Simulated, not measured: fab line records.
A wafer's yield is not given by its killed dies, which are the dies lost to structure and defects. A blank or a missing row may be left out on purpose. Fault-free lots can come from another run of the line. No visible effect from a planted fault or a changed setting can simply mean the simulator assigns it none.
fab line records | flow n5_finfet
[record] lots = 6 | wafers = 18 | last_day = 17
route steps=1938 shown FIN_CUT@171 STI_FIN_REVEAL@183 BEOL_M4@1111
lots that met no fault: taken from a fault-free run of the same line
start_h: hours from the record's opening day to when the first of the lot's shown wafers began | wait_h: hours elapsed since this lot's preceding step | " same as the row above | L1.1+2: a single row standing in for several wafers | - no value present, or no start provided | * or withheld: withheld | < > ~ a bound
route shown NAME@n: names a module that has steps shown in the file, with the first one's number in the route | usual: mean/standard deviation taken from wafers without a fault | same: alike in all rows | chamber/n: place in a boat | sites: readings site by site | _std_site: the standard deviation of these | _edge_site: inner sites' mean taken away from outer sites' mean | radius_mm: how far each site lies from the wafer's centre | mask NAME#n: copy n | behind: the last tool/chamber to shape the wafer | hold: why the lot went on hold/how many hours it stayed there/how the hold came to an end | device: the n, p or np transistor that did not switch | end of line: at the end of the route, the tests of the same wafers | a step given without rows: its recipe and nothing more | killed: count of dies lost to structure and defects at first sort (not the wafer's yield) | map: shows each die of a wafer: x if killed, . if not, _ if none is there
set.NAME: the setting as run; set.NAME@STEP: as run at that earlier step | model.NAME: the simulator's own value behind a step, which no gauge read
lots at some steps of the route; a table a step, a row a wafer
services: the hour from which a tool's chamber was out of use, counted from the record's first day as start_h (under 0 if before that day), plus the number of hours and why
[[steps]]
[step N5_FIN_CUT_STRIP_31]
[recipe] chemistry = N2/H2 | temp_c = 40 | n2_flow_sccm = 200 | h2_flow_sccm = 200 | rf_frequency_hz = 6e+07
[step N5_FIN_CUT_STRIP_24]
[recipe] chemistry = CF4 | resist = SiARC | power_w = 300 | bias_power_w = 75 | pressure_mtorr = 50 | cf4_flow_sccm = 150 | rf_frequency_hz = 6e+07
[usual] drypump_motor_current_A = 5.68/0.29 | oes_product_au = 0.80/0.067 | rf_vpp_V = 271.6/1.4 | showerhead_plenum_p_Torr = 1.81/0.052 | throttle_valve_pct = 13.55/0.22
lot.wafer | tool        | chamber | start_h | wait_h | drypump_motor_current_A | oes_product_au | rf_hours_counter_h | rf_vpp_V | showerhead_plenum_p_Torr | throttle_valve_pct
L806.1    | rie_diel-01 | 2       | 40.29   | 0.0    | 6.32                    | 0.75           | 137                | 273.1    | 1.87                     | 13.53
L806.4    | "           | 0       | "       | "      | 5.74                    | 0.93           | 11                 | 272.1    | 1.85                     | 13.26
L806.6    | "           | 3       | "       | "      | 5.71                    | 0.78           | -                  | 269.7    | 1.74                     | 13.67
L812.4    | rie_diel-01 | 0       | 76.25   | 0.0    | 5.78                    | 0.90           | -                  | 272.6    | 1.85                     | 13.29
L812.5    | "           | 2       | "       | "      | 6.36                    | 0.74           | -                  | 271.8    | 1.86                     | 13.56
L812.6    | "           | 1       | "       | "      | 5.91                    | 0.74           | -                  | 268.7    | 1.73                     | 13.71
L821.1    | rie_diel-04 | 0       | 132.05  | 0.0    | 5.71                    | 0.80           | 92                 | 270.5    | 1.82                     | 13.61
L821.3    | "           | 1       | "       | "      | 5.67                    | 0.87           | 48                 | 269.8    | 1.75                     | 13.27
L821.6    | "           | 1       | "       | "      | 5.65                    | 0.87           | -                  | 269.2    | 1.75                     | 13.26
L822.2    | rie_diel-04 | 3       | 136.74  | 0.0    | 5.01                    | 0.79           | 111                | 271.3    | 1.82                     | 13.32
L822.3    | "           | 1       | "       | "      | 5.66                    | 0.88           | 49                 | 270.2    | 1.75                     | 13.27
L822.5    | "           | 3       | "       | "      | 5.02                    | 0.79           | -                  | 270.2    | 1.82                     | 13.33
L823.3    | rie_diel-01 | 1       | 143.74  | 0.0    | 5.92                    | 0.72           | 183                | 269.6    | 1.72                     | 13.76
L823.4    | "           | 0       | "       | "      | 5.78                    | 0.86           | 40                 | 273.8    | 1.84                     | 13.34
L823.5    | "           | 3       | "       | "      | 5.70                    | 0.76           | -                  | 269.0    | 1.73                     | 13.71
L826.3    | rie_diel-03 | 3       | 161.43  | 0.0    | 5.89                    | 0.70           | 210                | 270.5    | 1.79                     | 13.88
L826.4    | "           | 2       | "       | "      | 5.67                    | 0.75           | 142                | 271.7    | 1.85                     | 13.82
L826.6    | "           | 1       | "       | "      | 5.33                    | 0.81           | -                  | 271.4    | 1.79                     | 13.32
[step N5_FIN_CUT_CUT_ETCH_26]
[recipe] chemistry = CH3F/O2 | target = SiNx | target_depth_a = 390 | mask_material = SOC | time_s = 55.7 | pressure_mtorr = 30 | source_w = 395 | bias_w = 73 | Ar_flow_sccm = 150 | CH3F_flow_sccm = 30 | O2_flow_sccm = 20 | ion_energy_ev = 120
[usual] O2_flow_sccm = 20.01/0.061 | bias_w = 73.01/0.22 | drypump_motor_current_A = 5.68/0.29 | oes_product_au = 0.82/0.068 | rf_vpp_V = 301/8.6 | showerhead_plenum_p_Torr = 2.03/0.069 | throttle_valve_pct = 16.39/0.24
lot.wafer | tool        | chamber | start_h | wait_h | O2_flow_sccm | bias_w | drypump_motor_current_A | oes_product_au | rf_hours_counter_h | rf_vpp_V | showerhead_plenum_p_Torr | throttle_valve_pct
L806.1    | rie_diel-01 | 2       | 40.31   | 0.0    | 19.93        | 73.12  | 6.40                    | 0.78           | 137                | 300      | 2.10                     | 16.38
L806.4    | "           | 0       | "       | "      | 20.01        | 73.26  | 5.78                    | 0.92           | 11                 | 312      | 2.06                     | 16.03
L806.6    | "           | 3       | "       | "      | 20.03        | 73.14  | 5.71                    | 0.80           | -                  | 291      | 1.93                     | 16.45
L812.4    | rie_diel-01 | 0       | 76.28   | 0.0    | 20.07        | 72.83  | 5.78                    | 0.89           | -                  | 312      | 2.05                     | 16.04
L812.5    | "           | 2       | "       | "      | 20.05        | 73.12  | 6.37                    | 0.78           | -                  | 298      | 2.10                     | 16.41
L812.6    | "           | 1       | "       | "      | 19.96        | 72.97  | 5.93                    | 0.76           | -                  | 302      | 1.93                     | 16.53
L821.1    | rie_diel-04 | 0       | 132.07  | 0.0    | 20.02        | 73.30  | 5.74                    | 0.80           | 92                 | 284      | 2.01                     | 16.30
L821.3    | "           | 1       | "       | "      | 20.00        | 72.90  | 5.67                    | 0.91           | 48                 | 302      | 1.96                     | 16.09
L821.6    | "           | 1       | "       | "      | 20.04        | 73.06  | 5.65                    | 0.91           | -                  | 303      | 1.96                     | 16.10
L822.2    | rie_diel-04 | 3       | 136.76  | 0.0    | 19.94        | 73.21  | 5.03                    | 0.79           | 111                | 308      | 2.00                     | 15.97
L822.3    | "           | 1       | "       | "      | 19.91        | 73.06  | 5.67                    | 0.90           | 49                 | 302      | 1.96                     | 16.11
L822.5    | "           | 3       | "       | "      | 20.08        | 73.17  | 5.03                    | 0.79           | -                  | 307      | 2.00                     | 15.95
L823.3    | rie_diel-01 | 1       | 143.76  | 0.0    | 20.00        | 72.67  | 5.92                    | 0.74           | 183                | 302      | 1.92                     | 16.58
L823.4    | "           | 0       | "       | "      | 19.95        | 72.97  | 5.80                    | 0.86           | 40                 | 312      | 2.05                     | 16.09
L823.5    | "           | 3       | "       | "      | 20.03        | 73.11  | 5.70                    | 0.76           | -                  | 293      | 1.92                     | 16.51
L826.3    | rie_diel-03 | 3       | 161.45  | 0.0    | 20.03        | 72.79  | 5.90                    | 0.72           | 210                | 291      | 2.00                     | 16.62
L826.4    | "           | 2       | "       | "      | 20.12        | 72.90  | 5.62                    | 0.77           | 142                | 309      | 2.11                     | 16.78
L826.6    | "           | 1       | "       | "      | 20.09        | 73.02  | 5.36                    | 0.82           | -                  | 300      | 2.04                     | 16.30
[step N5_FIN_CUT_CUT_ETCH_27]
[recipe] chemistry = CHF3/O2 | target = SiO2 | target_depth_a = 40 | mask_material = SOC | overetch_a = 20 | time_s = 4.9 | pressure_mtorr = 30 | source_w = 650 | bias_w = 170 | Ar_flow_sccm = 200 | CHF3_flow_sccm = 50 | O2_flow_sccm = 5 | ion_energy_ev = 200
[usual] O2_flow_sccm = 5.000/0.016 | bias_w = 170.1/0.52 | drypump_motor_current_A = 5.68/0.28 | oes_product_au = 0.64/0.053 | rf_vpp_V = 530/16 | showerhead_plenum_p_Torr = 2.45/0.081 | throttle_valve_pct = 18.85/0.25
lot.wafer | tool        | chamber | start_h | wait_h | O2_flow_sccm | bias_w | drypump_motor_current_A | oes_product_au | rf_hours_counter_h | rf_vpp_V | showerhead_plenum_p_Torr | throttle_valve_pct
L806.1    | rie_diel-01 | 2       | 40.35   | 0.0    | 4.976        | 170.1  | 6.34                    | 0.61           | 137                | 526      | 2.53                     | 18.86
L806.4    | "           | 0       | "       | "      | 5.016        | 169.4  | 5.79                    | 0.74           | 11                 | 550      | 2.47                     | 18.52
L806.6    | "           | 3       | "       | "      | 4.975        | 170.3  | 5.70                    | 0.63           | -                  | 512      | 2.33                     | 18.96
L812.4    | rie_diel-01 | 0       | 76.33   | 0.0    | 5.007        | 168.5  | 5.78                    | 0.72           | -                  | 551      | 2.47                     | 18.53
L812.5    | "           | 2       | "       | "      | 5.014        | 170.1  | 6.32                    | 0.60           | -                  | 525      | 2.53                     | 18.88
L812.6    | "           | 1       | "       | "      | 5.005        | 169.4  | 5.91                    | 0.60           | -                  | 531      | 2.32                     | 18.93
L821.1    | rie_diel-04 | 0       | 132.11  | 0.0    | 5.043        | 170.5  | 5.72                    | 0.64           | 92                 | 500      | 2.41                     | 18.74
L821.3    | "           | 1       | "       | "      | 4.999        | 170.3  | 5.68                    | 0.71           | 48                 | 530      | 2.35                     | 18.52
L821.6    | "           | 1       | "       | "      | 4.991        | 169.5  | 5.66                    | 0.70           | -                  | 531      | 2.35                     | 18.52
L822.2    | rie_diel-04 | 3       | 136.80  | 0.0    | 4.997        | 170.2  | 5.01                    | 0.64           | 111                | 545      | 2.41                     | 18.37
L822.3    | "           | 1       | "       | "      | 5.005        | 170.7  | 5.66                    | 0.71           | 49                 | 531      | 2.35                     | 18.52
L822.5    | "           | 3       | "       | "      | 4.969        | 171.1  | 5.04                    | 0.64           | -                  | 545      | 2.41                     | 18.38
L823.3    | rie_diel-01 | 1       | 143.80  | 0.0    | 4.989        | 169.7  | 5.92                    | 0.58           | 183                | 530      | 2.31                     | 18.96
L823.4    | "           | 0       | "       | "      | 5.008        | 169.3  | 5.77                    | 0.69           | 41                 | 549      | 2.46                     | 18.56
L823.5    | "           | 3       | "       | "      | 5.010        | 170.9  | 5.69                    | 0.61           | -                  | 514      | 2.32                     | 18.98
L826.3    | rie_diel-03 | 3       | 161.50  | 0.0    | 5.000        | 170.0  | 5.91                    | 0.56           | 210                | 512      | 2.41                     | 19.08
L826.4    | "           | 2       | "       | "      | 4.968        | 169.5  | 5.65                    | 0.61           | 142                | 543      | 2.53                     | 19.24
L826.6    | "           | 1       | "       | "      | 4.984        | 170.3  | 5.37                    | 0.64           | -                  | 529      | 2.45                     | 18.75
[step N5_FIN_CUT_PRECLEAN_35]
[recipe] time_s = 13.3 | temp_c = 45 | pressure_torr = 125 | p_hf_torr = 3 | p_coreactant_torr = 25 | chemistry = vHF
[step N5_FIN_CUT_CUT_ETCH_15]
[recipe] chemistry = HBr/Cl2/O2 | target = Si | target_depth_a = 1000 | bt_time_s = 10 | mask_material = SOC | time_s = 42.4 | ion_energy_ev = * | bias_w = * | pressure_mtorr = 10 | icp_w = 800 | HBr_flow_sccm = 150 | Cl2_flow_sccm = 80 | O2_flow_sccm = 12
[step N5_FIN_CUT_CUT_ETCH_28]
[recipe] chemistry = HBr/Cl2/O2 | target = Si | target_depth_a = 60 | mask_material = SOC | time_s = 2.4 | ion_energy_ev = * | bias_w = * | pressure_mtorr = 10 | icp_w = 800 | HBr_flow_sccm = 150 | Cl2_flow_sccm = 80 | O2_flow_sccm = 12
[step N5_FIN_CUT_STRIP_22]
[recipe] chemistry = N2/H2 | power_w = 500 | temp_c = 40 | pressure_mtorr = 50 | rf_frequency_hz = 6e+07 | overash_fraction = 0.3 | bias_power_w = 8 | h2_frac = 0.5 | n2_flow_sccm = 300 | h2_flow_sccm = 300
[usual] drypump_motor_current_A = 5.8/0.33 | oes_product_au = 0.81/0.07 | rf_vpp_V = 54.3/2.1 | showerhead_plenum_p_Torr = 3.37/0.1 | throttle_valve_pct = 18.9/0.39
lot.wafer | tool        | chamber | start_h | wait_h | drypump_motor_current_A | oes_product_au | rf_hours_counter_h | rf_vpp_V | showerhead_plenum_p_Torr | throttle_valve_pct
L806.1    | rie_diel-01 | 2       | 40.62   | 0.0    | 6.4                     | 0.76           | 137                | 53.7     | 3.49                     | 19.0
L806.4    | "           | 0       | "       | "      | 5.8                     | 0.91           | 12                 | 55.7     | 3.45                     | 18.8
L806.6    | "           | 0       | "       | "      | 5.8                     | 0.91           | -                  | 54.0     | 3.44                     | 18.8
L812.4    | rie_diel-01 | 0       | 76.61   | 0.1    | 5.8                     | 0.89           | -                  | 54.2     | 3.44                     | 18.7
L812.5    | "           | 1       | "       | "      | 5.9                     | 0.74           | -                  | 54.9     | 3.25                     | 19.7
L812.6    | "           | 2       | "       | "      | 6.4                     | 0.76           | -                  | 56.2     | 3.49                     | 19.0
L821.1    | rie_diel-03 | 2       | 132.38  | 0.0    | 5.6                     | 0.77           | 132                | 56.3     | 3.49                     | 18.8
L821.3    | "           | 3       | "       | "      | 5.9                     | 0.74           | 201                | 56.3     | 3.34                     | 19.2
L821.6    | "           | 1       | "       | "      | 5.4                     | 0.82           | -                  | 54.2     | 3.37                     | 18.6
L822.2    | rie_diel-03 | 0       | 137.07  | 0.0    | 5.7                     | 0.90           | 31                 | 56.3     | 3.56                     | 19.0
L822.3    | "           | 1       | "       | "      | 5.3                     | 0.82           | 92                 | 52.0     | 3.37                     | 18.6
L822.5    | "           | 1       | "       | "      | 5.3                     | 0.83           | -                  | 55.5     | 3.37                     | 18.6
L823.3    | rie_diel-04 | 0       | 144.26  | 0.1    | 5.8                     | 0.82           | 95                 | 51.0     | 3.36                     | 18.6
L823.4    | "           | 2       | "       | "      | 6.1                     | 0.72           | 207                | 54.3     | 3.21                     | 19.3
L823.5    | "           | 3       | "       | "      | 5.1                     | 0.78           | -                  | 54.5     | 3.39                     | 18.4
L826.3    | rie_diel-03 | 3       | 161.77  | 0.0    | 5.9                     | 0.71           | 210                | 55.2     | 3.34                     | 19.2
L826.4    | "           | 0       | "       | "      | 5.7                     | 0.90           | 39                 | 56.6     | 3.55                     | 19.0
L826.6    | "           | 0       | "       | "      | 5.7                     | 0.89           | -                  | 54.2     | 3.55                     | 19.0
[step N5_FIN_CUT_PRECLEAN_36]
[recipe] chemistry = O3/DIW | time_s = 60 | temp_c = 22 | o3_ppm = 10
[step N5_FIN_CUT_SRD_32]
[recipe] dry = ipa_marangoni | time_s = 30 | temp_c = 23 | rinse_liquid = diw
[step N5_FIN_CUT_UV_OZONE_34]
[recipe] time_s = 120 | pressure_torr = 760 | temp_c = 25
[step N5_FIN_CUT_INSPECT_17]
[recipe] inspect_instrument = brightfield | mode = aei
[usual] raw_defect_count = 237/63
lot.wafer | tool              | chamber | start_h | wait_h | raw_defect_count
L806.1    | defect_inspect-02 | -       | 40.78   | 0.0    | 302
L806.4    | "                 | -       | "       | "      | 331
L806.6    | "                 | -       | "       | "      | 173
L812.4    | defect_inspect-02 | -       | 76.76   | 0.0    | 238
L812.5    | "                 | -       | "       | "      | 227
L812.6    | "                 | -       | "       | "      | 165
L821.1    | defect_inspect-01 | -       | 132.54  | 0.0    | 194
L821.3    | "                 | -       | "       | "      | 183
L821.6    | "                 | -       | "       | "      | 211
L822.2    | defect_inspect-02 | -       | 137.23  | 0.0    | 289
L822.3    | "                 | -       | "       | "      | 216
L822.5    | "                 | -       | "       | "      | 266
L823.3    | defect_inspect-02 | -       | 144.42  | 0.0    | 258
L823.4    | "                 | -       | "       | "      | 251
L823.5    | "                 | -       | "       | "      | 257
L826.3    | defect_inspect-02 | -       | 161.94  | 0.0    | 198
L826.4    | "                 | -       | "       | "      | 220
L826.6    | "                 | -       | "       | "      | 206
[step N5_STI_FIN_REVEAL_ALD_00]
[recipe] material = SiO2 | target_thk_a = 10 | temp_c = 300 | ald_precursor_family = BDEAS | ald_co_reactant = O2-plasma | pulse_time_s = 1 | pressure_torr = 2
[usual] heater_power_w = 474/29 | precursor_pulse_height_rel = 1.001/0.018
lot.wafer | tool       | chamber | start_h | wait_h | heater_power_w | precursor_pulse_height_rel | model.SiO2_of_STI_FIN_REVEAL_ALD_00.thk_nm
L806.1    | ald_sin-04 | 0       | 42.34   | 1.6    | 451            | 0.997                      | 1
L806.4    | "          | 1       | "       | "      | 481            | 1.013                      | 1
L806.6    | "          | 0       | "       | "      | 447            | 0.991                      | 1
L812.4    | ald_sin-01 | 0       | 76.80   | 0.0    | 519            | 0.998                      | 1
L812.5    | "          | 2       | "       | "      | 478            | 1.003                      | 1
L812.6    | "          | 3       | "       | "      | 514            | 0.990                      | 1
L821.1    | ald_sin-04 | 1       | 132.58  | 0.0    | 481            | 1.005                      | 1
L821.3    | "          | 2       | "       | "      | 442            | 1.040                      | 1
L821.6    | "          | 0       | "       | "      | 447            | 0.973                      | 0.6
L822.2    | ald_sin-04 | 3       | 137.27  | 0.0    | 505            | 1.003                      | 1
L822.3    | "          | 1       | "       | "      | 482            | 1.038                      | 1
L822.5    | "          | 1       | "       | "      | 477            | 1.002                      | 0.6
L823.3    | ald_sin-02 | 3       | 144.46  | 0.0    | 474            | 1.020                      | 1
L823.4    | "          | 0       | "       | "      | 448            | 0.975                      | 1
L823.5    | "          | 2       | "       | "      | 444            | 0.994                      | 1
L826.3    | ald_sin-02 | 1       | 161.97  | 0.0    | 435            | 0.993                      | 1
L826.4    | "          | 3       | "       | "      | 467            | 0.990                      | 1
L826.6    | "          | 1       | "       | "      | 429            | 1.002                      | 1
[step N5_STI_FIN_REVEAL_ALD_14]
[recipe] material = Si3N4 | target_thk_a = 30 | temp_c = 400 | ald_precursor_family = SiH2I2 | ald_co_reactant = N2/H2-plasma | pressure_torr = 2
[usual] heater_power_w = 847/54
lot.wafer | tool       | chamber | start_h | wait_h | heater_power_w
L806.1    | ald_sin-04 | 0       | 42.39   | 0.0    | 812
L806.4    | "          | 1       | "       | "      | 840
L806.6    | "          | 0       | "       | "      | 833
L812.4    | ald_sin-01 | 0       | 76.85   | 0.0    | 910
L812.5    | "          | 2       | "       | "      | 881
L812.6    | "          | 3       | "       | "      | 935
L821.1    | ald_sin-04 | 1       | 132.63  | 0.0    | 842
L821.3    | "          | 2       | "       | "      | 792
L821.6    | "          | 0       | "       | "      | 808
L822.2    | ald_sin-04 | 3       | 137.32  | 0.0    | 928
L822.3    | "          | 1       | "       | "      | 862
L822.5    | "          | 1       | "       | "      | 844
L823.3    | ald_sin-02 | 3       | 144.51  | 0.0    | 842
L823.4    | "          | 0       | "       | "      | 813
L823.5    | "          | 2       | "       | "      | 805
L826.3    | ald_sin-02 | 1       | 162.02  | 0.0    | 791
L826.4    | "          | 3       | "       | "      | 843
L826.6    | "          | 1       | "       | "      | 795
[step N5_BEOL_M4_RC_MEAS_101]
[usual] DIBL_N = 37.1/2.4 | DIBL_P = 37/3 | IOFF_N = 0.18/0.053 | IOFF_P = 0.21/0.05 | ION_N = 674/14 | ION_P = 459/9.2 | SS_N = 72.1/0.9 | SS_P = 73.4/0.89 | VT_N = 250/3.8 | VT_P = -251/3.7
lot.wafer | tool      | chamber | start_h | wait_h | DIBL_N[mV/V] | DIBL_P[mV/V] | IOFF_N[nA/um] | IOFF_P[nA/um] | ION_N[uA/um] | ION_P[uA/um] | SS_N[mV/dec] | SS_P[mV/dec] | VT_N[mV] | VT_P[mV]
L806.1    | prober-02 | 0       | 200.22  | 0.0    | 36.9         | 37           | 0.16          | 0.23          | 679          | 464          | 71.0         | 73.8         | 253      | -248
L806.4    | "         | 0       | "       | "      | 33.9         | 33           | 0.12          | 0.19          | 659          | 458          | 70.7         | 72.5         | 255      | -251
L806.6    | "         | 0       | "       | "      | 36.2         | 36           | 0.15          | 0.21          | 664          | 457          | 72.4         | 73.2         | 252      | -252
L812.4    | prober-01 | 0       | 232.50  | 0.5    | 36.2         | 34           | 0.15          | 0.18          | 667          | 454          | 70.7         | 72.9         | 251      | -254
L812.5    | "         | 0       | "       | "      | 37.8         | 37           | 0.18          | 0.21          | 664          | 454          | 71.8         | 73.5         | 250      | -253
L812.6    | "         | 0       | "       | "      | 35.5         | 33           | 0.13          | 0.17          | 658          | 449          | 71.1         | 72.3         | 253      | -253
L822.2    | prober-01 | 0       | 280.71  | 0.2    | 43.0         | 45           | 0.32          | 0.38          | 703          | 473          | 73.5         | 75.2         | 244      | -241
L822.3    | "         | 0       | "       | "      | 36.5         | 37           | 0.17          | 0.24          | 678          | 472          | 71.8         | 73.4         | 247      | -246
L822.5    | "         | 0       | "       | "      | 40.2         | 42           | 0.27          | 0.33          | 698          | 474          | 72.7         | 74.8         | 241      | -244
L821.1    | prober-02 | 0       | 282.45  | 0.0    | 36.1         | 37           | 0.17          | 0.24          | 683          | 474          | 71.3         | 73.0         | 246      | -247
L821.3    | "         | 0       | "       | "      | 35.6         | 33           | 0.14          | 0.18          | 670          | 452          | 71.2         | 72.0         | 253      | -251
L821.6    | "         | 0       | "       | "      | 36.8         | 37           | 0.18          | 0.24          | 683          | 471          | 72.2         | 73.0         | 248      | -247
L823.3    | prober-02 | 0       | 285.62  | 0.3    | 40.4         | 43           | 0.25          | 0.29          | 687          | 464          | 72.8         | 73.9         | 246      | -246
L823.4    | "         | 0       | "       | "      | 37.4         | 39           | 0.19          | 0.22          | 671          | 460          | 71.9         | 73.5         | 250      | -250
L823.5    | "         | 0       | "       | "      | 37.1         | 39           | 0.18          | 0.21          | 682          | 463          | 71.5         | 73.3         | 249      | -251
L826.3    | prober-01 | 0       | 309.93  | 0.3    | 38.0         | 39           | 0.20          | 0.21          | 685          | 458          | 72.1         | 73.7         | 248      | -254
L826.4    | "         | 0       | "       | "      | 35.8         | 35           | 0.15          | 0.16          | 662          | 443          | 71.5         | 73.2         | 253      | -257
L826.6    | "         | 0       | "       | "      | 36.7         | 36           | 0.16          | 0.17          | 667          | 448          | 71.7         | 73.5         | 247      | -257
[[services]]
tool        | chamber | start_h | hours | kind
ald_sin-04  | 0       | 16.46   | -     | clean
ald_sin-04  | 1       | 16.46   | -     | clean
ald_sin-04  | 2       | 16.46   | -     | clean
ald_sin-04  | 3       | 16.46   | -     | clean
rie_diel-04 | 1       | 17.35   | 5.4   | repair
rie_diel-01 | 1       | 19.96   | 4.4   | repair
ald_sin-02  | -       | 20.76   | 6.1   | pm
rie_diel-03 | 0       | 23.62   | -     | clean
rie_diel-03 | 0       | 23.62   | -     | consumable_replace:focus_ring
rie_diel-03 | 0       | 23.62   | -     | consumable_replace:showerhead
rie_diel-03 | 0       | 23.62   | 21.9  | scheduled_down
rie_diel-03 | 0       | 23.62   | 21.9  | vent_cycle
ald_sin-04  | 2       | 35.74   | 6.9   | repair
rie_diel-01 | -       | 44.12   | 14.6  | pm
rie_diel-04 | 3       | 63.58   | 3.9   | repair
ald_sin-01  | -       | 67.11   | 6.0   | pm
rie_diel-01 | 3       | 74.90   | 5.1   | repair
ald_sin-02  | -       | 85.25   | 14.0  | pm
ald_sin-02  | 0       | 85.25   | 14.0  | vent_cycle
ald_sin-02  | 1       | 85.25   | 14.0  | vent_cycle
ald_sin-02  | 2       | 85.25   | 14.0  | vent_cycle
ald_sin-02  | 3       | 85.25   | 14.0  | vent_cycle
ald_sin-04  | 0       | 100.88  | 8.9   | repair
rie_diel-04 | -       | 146.76  | 2.8   | pm
[[key]]
first_sign none at tools or gauges
[model_effect] step = N5_STI_FIN_REVEAL_ALD_00 | value = SiO2_of_STI_FIN_REVEAL_ALD_00.thk_nm | without = 1 | struck = 0.6
met_at N5_STI_FIN_REVEAL_ALD_00
struck_wafers L821.6,L822.5
onset_between 42.34 132.58
[fault] kind = process_parameter_drift | tool = ald_sin-04 | chamber = - | onset_h = 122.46 | steps = N5_STI_FIN_REVEAL_ALD_00 | channel = target_thk_a | offset = * | shape = step | end_h = 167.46 | scope = struck_wafers_only | acts_in = * | stated = *
